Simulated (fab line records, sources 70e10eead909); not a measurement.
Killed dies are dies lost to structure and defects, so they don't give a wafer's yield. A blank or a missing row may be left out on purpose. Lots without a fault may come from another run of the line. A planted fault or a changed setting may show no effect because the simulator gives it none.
Which tool did it? | flow nand_harc | 24 lots, 72 wafers sampled, at 6 steps of a route of 1159

WHAT THE GAUGES READ, wafer by wafer
The record holds no reading of a measuring or inspecting step that can be judged against a usual standard deviation.

WHICH TOOL RAN EACH LOT (tool, then ch and the chambers of the sampled wafers, then the start)
lot  | NHARC_A_CHANNEL_FILL_D1_ALD_14   | NHARC_A_CHANNEL_FILL_D1_ALD_15                 | NHARC_A_CHANNEL_FILL_D1_ALD_25   | NHARC_A_STAIRCASE_DEP_156       | NHARC_A_STAIRCASE_ETCH_15      | NHARC_A_STAIRCASE_ETCH_25
L074 | ald_hk-03 ch 0,1,2, day 9 08:29  | ald_sin_batch-01 ch 0, day 10 18:31 or earlier | ald_hk-03 ch 0,2,3, day 10 18:31 | pecvd-03 ch 0,1,2, day 11 04:27 | rie_diel-01 ch 0,1,3, no start | rie_diel-01 ch 0,1,2, no start
L075 | ald_hk-01 ch 0,1,2, day 9 08:30  | ald_sin_batch-01 ch 0, day 10 16:29 or earlier | ald_hk-04 ch 0,2,3, day 10 16:29 | pecvd-03 ch 1,2, day 11 04:39   | rie_diel-08 ch 1,3, no start   | rie_diel-08 ch 1,2, no start
L077 | ald_hk-01 ch 0,1,2, day 9 19:09  | ald_sin_batch-01 ch 0, day 11 00:13 or earlier | ald_hk-04 ch 0,1,2, day 11 00:13 | pecvd-03 ch 0,1, day 11 12:16   | rie_diel-08 ch 0,2,3, no start | rie_diel-01 ch 0,1, no start
L078 | ald_hk-04 ch 0,1,2, day 9 19:13  | ald_sin_batch-01 ch 0, day 11 01:26 or earlier | ald_hk-03 ch 0,1,2, day 11 01:26 | pecvd-04 ch 0,1, day 11 12:15   | rie_diel-01 ch 0,1,3, no start | rie_diel-01 ch 0,2, no start
L076 | ald_hk-03 ch 0,2,3, day 9 19:14  | ald_sin_batch-01 ch 0, day 11 01:24 or earlier | ald_hk-01 ch 2,3, day 11 01:24   | pecvd-01 ch 0,1, day 11 17:08   | rie_diel-01 ch 0,2, no start   | rie_diel-01 ch 0,2, no start
L079 | ald_hk-01 ch 0,2,3, day 10 02:26 | ald_sin_batch-02 ch 0, day 11 09:24 or earlier | ald_hk-03 ch 0,1, day 11 09:24   | pecvd-01 ch 0,1,2, day 11 21:37 | rie_diel-08 ch 1,2,3, no start | rie_diel-01 ch 0,1,3, no start
L081 | ald_hk-04 ch 0,1,2, day 10 20:14 | ald_sin_batch-02 ch 0, day 12 03:28 or earlier | ald_hk-04 ch 0,1,2, day 12 03:28 | pecvd-04 ch 0,1,2, day 12 15:38 | rie_diel-08 ch 0,1,2, no start | rie_diel-01 ch 1,2,3, no start
L080 | ald_hk-04 ch 0,1,2, day 10 20:30 | ald_sin_batch-02 ch 0, day 12 07:10 or earlier | ald_hk-03 ch 0,1,3, day 12 07:10 | pecvd-04 ch 0,1,2, day 12 19:08 | rie_diel-02 ch 0,3, no start   | rie_diel-01 ch 1,2, no start
L082 | ald_hk-04 ch 0,1,3, day 11 04:05 | ald_sin_batch-02 ch 0, day 12 14:44 or earlier | ald_hk-03 ch 1,3, day 12 14:44   | pecvd-03 ch 0,1,2, day 13 01:36 | rie_diel-01 ch 0,2,3, no start | rie_diel-01 ch 0,1,3, no start
L084 | ald_hk-03 ch 0,1, day 11 04:06   | ald_sin_batch-02 ch 0, day 12 11:01 or earlier | ald_hk-01 ch 2,3, day 12 11:01   | pecvd-03 ch 0,1,2, day 12 23:14 | rie_diel-01 ch 1,2, no start   | rie_diel-01 ch 0,1,2, no start
L083 | ald_hk-04 ch 1,3, day 11 04:17   | ald_sin_batch-02 ch 0, day 12 14:05 or earlier | ald_hk-04 ch 0,3, day 12 14:05   | pecvd-01 ch 0,1,2, day 13 01:28 | rie_diel-08 ch 0,1, no start   | rie_diel-08 ch 1,3, no start
L087 | ald_hk-01 ch 0,1, day 12 03:47   | ald_sin_batch-02 ch 0, day 13 11:00 or earlier | ald_hk-03 ch 1,3, day 13 11:00   | pecvd-03 ch 0,1,2, day 13 23:08 | rie_diel-01 ch 1,3, no start   | rie_diel-08 ch 0,2, no start
L088 | ald_hk-01 ch 1,2, day 12 04:01   | ald_sin_batch-02 ch 0, day 13 11:00 or earlier | ald_hk-04 ch 0,1, day 13 11:00   | pecvd-03 ch 0,1,2, day 13 23:20 | rie_diel-08 ch 0,2,3, no start | rie_diel-02 ch 2,3, no start
L085 | ald_hk-01 ch 1,2,3, day 12 08:25 | ald_sin_batch-03 ch 0, day 13 15:22 or earlier | ald_hk-01 ch 1,2,3, day 13 15:22 | pecvd-01 ch 0,1, day 14 06:54   | rie_diel-02 ch 1,2,3, no start | rie_diel-02 ch 0,1,3, no start
L086 | ald_hk-01 ch 1,2,3, day 12 08:38 | ald_sin_batch-03 ch 0, day 13 15:23 or earlier | ald_hk-04 ch 0,2,3, day 13 15:23 | pecvd-04 ch 0,1,2, day 14 03:26 | rie_diel-08 ch 1,3, no start   | rie_diel-08 ch 1,3, no start
L090 | ald_hk-01 ch 0,1,3, day 12 21:42 | ald_sin_batch-03 ch 0, day 14 02:23 or earlier | ald_hk-01 ch 1,2,3, day 14 02:23 | pecvd-01 ch 0,1,2, day 14 14:31 | rie_diel-08 ch 1,3, no start   | rie_diel-01 ch 1,2, no start
L089 | ald_hk-01 ch 1,2,3, day 12 21:59 | ald_sin_batch-03 ch 0, day 14 03:01 or earlier | ald_hk-04 ch 0,1,3, day 14 03:01 | pecvd-03 ch 0,2, day 14 14:29   | rie_diel-08 ch 1,2,3, no start | rie_diel-01 ch 0,2, no start
L092 | ald_hk-03 ch 1,2, day 13 00:57   | ald_sin_batch-01 ch 0, day 14 07:22 or earlier | ald_hk-04 ch 1,3, day 14 07:22   | pecvd-01 ch 0,1, day 14 19:28   | rie_diel-01 ch 0,3, no start   | rie_diel-08 ch 2,3, no start
L091 | ald_hk-04 ch 0,1,3, day 13 00:59 | ald_sin_batch-01 ch 0, day 14 07:53 or earlier | ald_hk-03 ch 0,1,3, day 14 07:53 | pecvd-04 ch 0,2, day 14 19:38   | rie_diel-01 ch 0,1,3, no start | rie_diel-01 ch 0,1,2, no start
L094 | ald_hk-03 ch 0,1,3, day 13 17:47 | ald_sin_batch-01 ch 0, day 14 23:20 or earlier | ald_hk-04 ch 1,3, day 14 23:20   | pecvd-03 ch 0,1,2, day 15 11:28 | rie_diel-01 ch 0,1,2, no start | rie_diel-08 ch 1,2, no start
L095 | ald_hk-03 ch 0,1,2, day 13 18:03 | ald_sin_batch-01 ch 0, day 15 01:50 or earlier | ald_hk-01 ch 0,1,2, day 15 01:50 | pecvd-01 ch 0,2, day 15 14:34   | rie_diel-01 ch 0,2,3, no start | rie_diel-08 ch 2,3, no start
L093 | ald_hk-04 ch 0,2, day 13 21:23   | ald_sin_batch-03 ch 0, day 15 02:26 or earlier | ald_hk-03 ch 1,2, day 15 02:26   | pecvd-03 ch 1,2, day 15 14:38   | rie_diel-08 ch 0,2,3, no start | rie_diel-02 ch 0,2,3, no start
L096 | ald_hk-03 ch 1,2,3, day 14 03:37 | ald_sin_batch-01 ch 0, day 15 09:04 or earlier | ald_hk-04 ch 1,2,3, day 15 09:04 | pecvd-04 ch 1,2, day 15 21:07   | rie_diel-02 ch 0,1,3, no start | rie_diel-02 ch 0,2,3, no start
L097 | ald_hk-01 ch 1,3, day 14 16:38   | ald_sin_batch-02 ch 0, day 14 19:59            | ald_hk-01 ch 0,1,3, day 15 22:50 | pecvd-03 ch 0,1, day 16 09:55   | rie_diel-08 ch 0,2,3, no start | rie_diel-08 ch 1,2, no start
- NHARC_A_CHANNEL_FILL_D1_ALD_14: deposits SiO2, target thk 2.5 nm, pulse time 10 s, ald cycles 25.
- NHARC_A_CHANNEL_FILL_D1_ALD_15: deposits SiNx, target thk 2 nm, pulse time 60 s, ald cycles 19.
- NHARC_A_CHANNEL_FILL_D1_ALD_25: deposits SiOx, target thk 60 nm, pulse time 10 s, ald cycles 600.
- NHARC_A_STAIRCASE_DEP_156: deposits SiNx, target thk 50 nm.
- NHARC_A_STAIRCASE_ETCH_15: etches the open film in C4F8/O2, target depth 100 nm, time 40.5 s.
- NHARC_A_STAIRCASE_ETCH_25: etches the open film in C4F8/O2, target depth 100 nm, time 40.5 s.

WHAT THE TOOLS THEMSELVES READ (means of the sampled wafers that have a number; where no wafer has one, the mark that the record gives instead)
NHARC_A_CHANNEL_FILL_D1_ALD_14.
lot  | tool      | heater_power_w (W) | precursor_pulse_height_rel
L074 | ald_hk-03 | 451                | 0.988
L075 | ald_hk-01 | 485                | 0.995
L077 | ald_hk-01 | 468                | 0.996
L078 | ald_hk-04 | 461                | 1.004
L076 | ald_hk-03 | 477                | 0.979
L079 | ald_hk-01 | 468                | 0.963
L081 | ald_hk-04 | 460                | 0.999
L080 | ald_hk-04 | 461                | 0.995
L082 | ald_hk-04 | 460                | 0.998
L084 | ald_hk-03 | 405                | 1.012
L083 | ald_hk-04 | 456                | 0.991
L087 | ald_hk-01 | 474                | 0.980
L088 | ald_hk-01 | 492                | 1.000
L085 | ald_hk-01 | 494                | 1.009
L086 | ald_hk-01 | 498                | 0.989
L090 | ald_hk-01 | 493                | 0.991
L089 | ald_hk-01 | 498                | 1.035
L092 | ald_hk-03 | 409                | 1.009
L091 | ald_hk-04 | 459                | 1.005
L094 | ald_hk-03 | 440                | 1.010
L095 | ald_hk-03 | 456                | 1.006
L093 | ald_hk-04 | 468                | 0.992
L096 | ald_hk-03 | 443                | 1.003
L097 | ald_hk-01 | 498                | 1.001

NHARC_A_CHANNEL_FILL_D1_ALD_15.
lot  | tool             | chamber_pressure_Torr (Torr) | precursor_pulse_height_rel
L074 | ald_sin_batch-01 | 2.001                        | 0.976
L075 | ald_sin_batch-01 | 2.005                        | 0.980
L077 | ald_sin_batch-01 | 2.000                        | 1.000
L078 | ald_sin_batch-01 | 1.998                        | 0.995
L076 | ald_sin_batch-01 | 1.997                        | 1.000
L079 | ald_sin_batch-02 | 2.005                        | 0.994
L081 | ald_sin_batch-02 | 1.996                        | 0.985
L080 | ald_sin_batch-02 | 2.000                        | 1.007
L082 | ald_sin_batch-02 | 1.999                        | 1.024
L084 | ald_sin_batch-02 | 2.001                        | 1.002
L083 | ald_sin_batch-02 | 2.007                        | 1.001
L087 | ald_sin_batch-02 | 2.002                        | 0.986
L088 | ald_sin_batch-02 | 2.001                        | 1.006
L085 | ald_sin_batch-03 | 1.996                        | 1.001
L086 | ald_sin_batch-03 | 2.000                        | 0.989
L090 | ald_sin_batch-03 | 1.999                        | 0.997
L089 | ald_sin_batch-03 | 2.000                        | 0.995
L092 | ald_sin_batch-01 | 2.001                        | 0.982
L091 | ald_sin_batch-01 | 1.998                        | 1.004
L094 | ald_sin_batch-01 | 2.002                        | 1.006
L095 | ald_sin_batch-01 | 2.002                        | 1.003
L093 | ald_sin_batch-03 | 2.003                        | 1.004
L096 | ald_sin_batch-01 | 2.004                        | 1.001
L097 | ald_sin_batch-02 | 1.997                        | 0.998

NHARC_A_CHANNEL_FILL_D1_ALD_25.
lot  | tool      | heater_power_w (W) | precursor_pulse_height_rel
L074 | ald_hk-03 | 479                | 0.986
L075 | ald_hk-04 | 461                | 0.987
L077 | ald_hk-04 | 465                | 1.010
L078 | ald_hk-03 | 454                | 1.003
L076 | ald_hk-01 | 483                | 1.004
L079 | ald_hk-03 | 450                | 1.006
L081 | ald_hk-04 | 459                | 1.003
L080 | ald_hk-03 | 442                | 0.995
L082 | ald_hk-03 | 395                | 1.004
L084 | ald_hk-01 | 489                | 1.012
L083 | ald_hk-04 | 453                | 0.994
L087 | ald_hk-03 | 434                | 1.014
L088 | ald_hk-04 | 459                | 0.999
L085 | ald_hk-01 | 489                | 0.973
L086 | ald_hk-04 | 463                | 1.004
L090 | ald_hk-01 | 486                | 0.998
L089 | ald_hk-04 | 467                | 1.002
L092 | ald_hk-04 | 456                | 0.975
L091 | ald_hk-03 | 445                | 0.985
L094 | ald_hk-04 | 461                | 1.000
L095 | ald_hk-01 | 487                | 0.982
L093 | ald_hk-03 | 406                | 1.001
L096 | ald_hk-04 | 468                | 0.984
L097 | ald_hk-01 | 489                | 1.020

NHARC_A_STAIRCASE_DEP_156.
lot  | tool     | heater_power_w (W) | rf_fwd_power_W (W)
L074 | pecvd-03 | 750                | 448.5
L075 | pecvd-03 | 751                | 447.1
L077 | pecvd-03 | 678                | 446.5
L078 | pecvd-04 | 614                | 448.1
L076 | pecvd-01 | 693                | 446.6
L079 | pecvd-01 | 678                | 447.3
L081 | pecvd-04 | 638                | 447.3
L080 | pecvd-04 | 593                | 448.2
L082 | pecvd-03 | 752                | 448.1
L084 | pecvd-03 | 757                | 448.5
L083 | pecvd-01 | 709                | 447.0
L087 | pecvd-03 | 731                | 448.0
L088 | pecvd-03 | 741                | 447.9
L085 | pecvd-01 | 630                | 449.3
L086 | pecvd-04 | 637                | 448.1
L090 | pecvd-01 | 647                | 448.3
L089 | pecvd-03 | 606                | 449.3
L092 | pecvd-01 | 720                | 447.6
L091 | pecvd-04 | 682                | 449.2
L094 | pecvd-03 | 673                | 447.2
L095 | pecvd-01 | 765                | 445.9
L093 | pecvd-03 | 822                | 448.7
L096 | pecvd-04 | 568                | 448.6
L097 | pecvd-03 | 671                | 447.4

NHARC_A_STAIRCASE_ETCH_15.
lot  | tool        | oes_product_au (a.u.) | rf_fwd_power_W (W) | rf_vpp_V (V)
L074 | rie_diel-01 | 0.921                 | 591                | 894
L075 | rie_diel-08 | 0.929                 | 591                | 897
L077 | rie_diel-08 | 0.923                 | 594                | 896
L078 | rie_diel-01 | 0.925                 | 588                | 894
L076 | rie_diel-01 | 0.914                 | 588                | 893
L079 | rie_diel-08 | 0.918                 | 591                | 897
L081 | rie_diel-08 | 0.933                 | 593                | 893
L080 | rie_diel-02 | 0.944                 | 594                | 897
L082 | rie_diel-01 | 0.933                 | 591                | 892
L084 | rie_diel-01 | 0.941                 | 592                | 896
L083 | rie_diel-08 | 0.940                 | 593                | 891
L087 | rie_diel-01 | 0.938                 | 589                | 896
L088 | rie_diel-08 | 0.949                 | 594                | 896
L085 | rie_diel-02 | 0.932                 | 593                | 896
L086 | rie_diel-08 | 0.924                 | 594                | 897
L090 | rie_diel-08 | 0.928                 | 590                | 894
L089 | rie_diel-08 | 0.928                 | 592                | 897
L092 | rie_diel-01 | 0.915                 | 589                | 890
L091 | rie_diel-01 | 0.920                 | 589                | 893
L094 | rie_diel-01 | 0.943                 | 591                | 895
L095 | rie_diel-01 | 0.929                 | 591                | 891
L093 | rie_diel-08 | 0.929                 | 594                | 896
L096 | rie_diel-02 | 0.938                 | 593                | 897
L097 | rie_diel-08 | 0.949                 | 594                | 895

NHARC_A_STAIRCASE_ETCH_25.
lot  | tool        | oes_product_au (a.u.) | rf_fwd_power_W (W) | rf_vpp_V (V)
L074 | rie_diel-01 | 0.940                 | 589.9              | 895
L075 | rie_diel-08 | 0.927                 | 591.4              | 898
L077 | rie_diel-01 | 0.925                 | 588.3              | 895
L078 | rie_diel-01 | 0.924                 | 588.6              | 895
L076 | rie_diel-01 | 0.929                 | 587.7              | 893
L079 | rie_diel-01 | 0.937                 | 589.9              | 894
L081 | rie_diel-01 | 0.943                 | 590.9              | 894
L080 | rie_diel-01 | 0.934                 | 592.3              | 898
L082 | rie_diel-01 | 0.945                 | 590.9              | 893
L084 | rie_diel-01 | 0.938                 | 590.4              | 895
L083 | rie_diel-08 | 0.919                 | 591.7              | 897
L087 | rie_diel-08 | 0.938                 | 593.4              | 896
L088 | rie_diel-02 | 0.952                 | 591.8              | 892
L085 | rie_diel-02 | 0.949                 | 591.6              | 898
L086 | rie_diel-08 | 0.929                 | 591.3              | 898
L090 | rie_diel-01 | 0.945                 | 589.4              | 896
L089 | rie_diel-01 | 0.929                 | 590.0              | 894
L092 | rie_diel-08 | 0.942                 | 594.2              | 899
L091 | rie_diel-01 | 0.946                 | 592.1              | 895
L094 | rie_diel-08 | 0.948                 | 588.1              | 895
L095 | rie_diel-08 | 0.929                 | 592.5              | 899
L093 | rie_diel-02 | 0.944                 | 594.1              | 894
L096 | rie_diel-02 | 0.940                 | 592.0              | 894
L097 | rie_diel-08 | 0.938                 | 591.2              | 897

THE ANSWER, worked out from the rows above alone
Rule: what is usual is taken from the lots themselves. Put in order of their means at a reading, lots are off if they are a third of the lots or fewer, leave a main group of 4 or more, and stand apart from it by a gap of 3 or more times the standard deviation of the main group's means; of several such gaps the widest counts. A main group whose means are all the same, to the digits that the tables above print for the reading, isn't used. A lot without any number at a reading at which 4 lots or more have one is off too. The other lots that the step has rows for count as sound. The gauges are gone through in route order, then the tools' own readings, and for those a lot's mean is taken as printed above. The first step at which some lot is off is used, and at that step the reading that is off furthest; a lot without a number counts as furthest.
No lot is off at any reading shown: from this, nothing can be told.

WHAT THE SIMULATOR HAD PUT IN
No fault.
